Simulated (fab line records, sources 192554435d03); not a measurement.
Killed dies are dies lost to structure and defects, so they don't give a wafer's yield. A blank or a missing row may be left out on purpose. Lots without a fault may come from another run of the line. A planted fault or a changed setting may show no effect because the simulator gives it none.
A struck lot beside a sound one | flow n5_finfet | 36 steps out of a route of 1938
Sound: wafers L611.1, L611.2, L611.4. Struck: wafer L606.1. (L606.2 of the same lot was not struck and is left out.) The cause comes at the end.
At each step with rows: each side's tool, then ch and its chambers, then its first start. Under that, the readings that differ: sound wafers | struck wafers | difference of the means | sigmas: that difference in standard deviations of wafers without a fault.
alike: readings whose means differ by less than 2 such deviations, and words and numbers that are the same on both sides. not compared: withheld readings, readings that some wafer has no value for, bounds like >300 that may hide the same value, and numbers for which the record gives no deviation and whose values overlap.
The two part at a step that has a row with sigmas, a row that says differs or no value, or rows on one side only. Numbers that don't overlap but have no deviation are shown without sigmas and don't part them. A reading that every wafer of one side lacks parts them only if that side has two wafers or more.

first, 9 steps without rows for these wafers: N5_BEOL_M4_ANNEAL_95 (time 240 s); N5_BEOL_M4_SPUTTER_96 (material Cu, target thk 4.5 nm, time 8.29 s); N5_BEOL_M4_ECD_50 (material Cu, target thk 300 nm); N5_BEOL_M4_ANNEAL_51 (time 90 s); N5_BEOL_M4_CMP_52 (polishes, stops on SiOC, t overpolish 6.8 s, target thk 40 nm); N5_BEOL_M4_PRE_CLEAN_60 (time 15 s); N5_BEOL_M4_CO_CAP_55 (material Co, precursor CCTBA/H2, target thk 2 nm, time 102.1 s); N5_BEOL_M4_PRE_CLEAN_56 (time 15 s); N5_BEOL_M4_DEP_57 (deposits SiCN from 3MS/NH3, target thk 8 nm, time 14 s).
N5_BEOL_M4_RC_MEAS_101:
  sound on prober-02 ch 0, day 13 23:39; struck on prober-01 ch 0, day 12 14:45
  reading   | sound          | struck | difference | sigmas
  VT_P (mV) | -244 -242 -247 | -251   | -7         | -2
  alike: DIBL_N, DIBL_P, IOFF_N, IOFF_P, ION_N, ION_P, SS_N, SS_P, VT_N
then, 24 steps without rows for these wafers: N5_BEOL_M5_ILD_DEP_00 (deposits SiCOH lowk from DEMS/porogen, target thk 140.64 nm, time 25.9 s); N5_BEOL_M5_CURE_79 (cures SiCOH lowk, time 240 s); N5_BEOL_M5_PECVD_70 (deposits SiO2 from TEOS/O2, target thk 16 nm, time 18 s); N5_BEOL_M5_HM_DEP_02 (deposits TiN, target thk 20 nm); N5_BEOL_M5_COAT_59 (time 60 s, resist thk 60 nm); N5_BEOL_M5_COAT_60 (time 60 s, resist thk 12 nm); N5_BEOL_M5_COAT_71 (time 60 s, resist thk 5 nm); N5_BEOL_M5_COAT_05 (resist thk 30 nm); N5_BEOL_M5_EBR_07; N5_BEOL_M5_SOFTBAKE_06 (time 60 s); N5_BEOL_M5_EXPOSE_08 (exposes mask M5, target cd 28 nm); N5_BEOL_M5_PEB_09 (peb time 60 s); N5_BEOL_M5_DEVELOP_10 (develop time 30 s); N5_BEOL_M5_DESCUM_16 (chemistry O2, time 7 s); N5_BEOL_M5_ETCH_72 (etches underlayer in N2/H2, target depth 6.5 nm, time 5.2 s); N5_BEOL_M5_ETCH_61 (etches SiARC in CF4, target depth 15.6 nm, time 26 s); N5_BEOL_M5_ETCH_62 (etches SOC in N2/H2, target depth 75 nm, overetch 15 nm, time 112.5 s); N5_BEOL_M5_STRIP_63 (strips in N2/H2); N5_BEOL_M5_STRIP_73 (strips in N2/H2); N5_BEOL_M5_STRIP_64 (strips in CF4); N5_BEOL_M5_HM_OPEN_17 (chemistry Cl2/BCl3, target TiN, target depth 20 nm, overetch 6 nm); N5_BEOL_M5_STRIP_19 (strips in O2); N5_BEOL_M5_COAT_65 (time 60 s, resist thk 60 nm); N5_BEOL_M5_COAT_66 (time 60 s, resist thk 12 nm).
-- the record jumps here: 4 days lie between the struck wafers' starts before and after (it left off in module BEOL_M5 and takes up again in module MIM_TOP_ETCH, whose first step shown is number 1853 of the route) --
N5_MIM_TOP_ETCH_PECVD_03: deposits SiNx from SiH4/NH3/N2, target thk 20 nm, time 17.6 s.
  sound on pecvd-04 ch 1,2, day 17 14:29; struck on pecvd-02 ch 0, day 16 05:07
  reading                                         | sound          | struck | difference | sigmas
  showerhead_plenum_p_Torr (Torr)                 | 5.16 4.93 4.92 | 5.23   | +0.23      | +3
  model.SiNx_of_MIM_TOP_ETCH_PECVD_03.thk_nm (nm) | 20 20 20.2     | 26.8   | +6.7       |
  alike: chamber_pressure_Torr, heater_power_w, throttle_valve_pct
  not compared: since_wet_clean_h
N5_PASSIVATION_PROBE_49:
  the record has rows for the struck wafers here (prober-01, day 16 14:46) and none for the sound ones

WHERE THEY PART
First at N5_BEOL_M4_RC_MEAS_101; last, within this record, at N5_PASSIVATION_PROBE_49.

WHY: what the simulator had put in
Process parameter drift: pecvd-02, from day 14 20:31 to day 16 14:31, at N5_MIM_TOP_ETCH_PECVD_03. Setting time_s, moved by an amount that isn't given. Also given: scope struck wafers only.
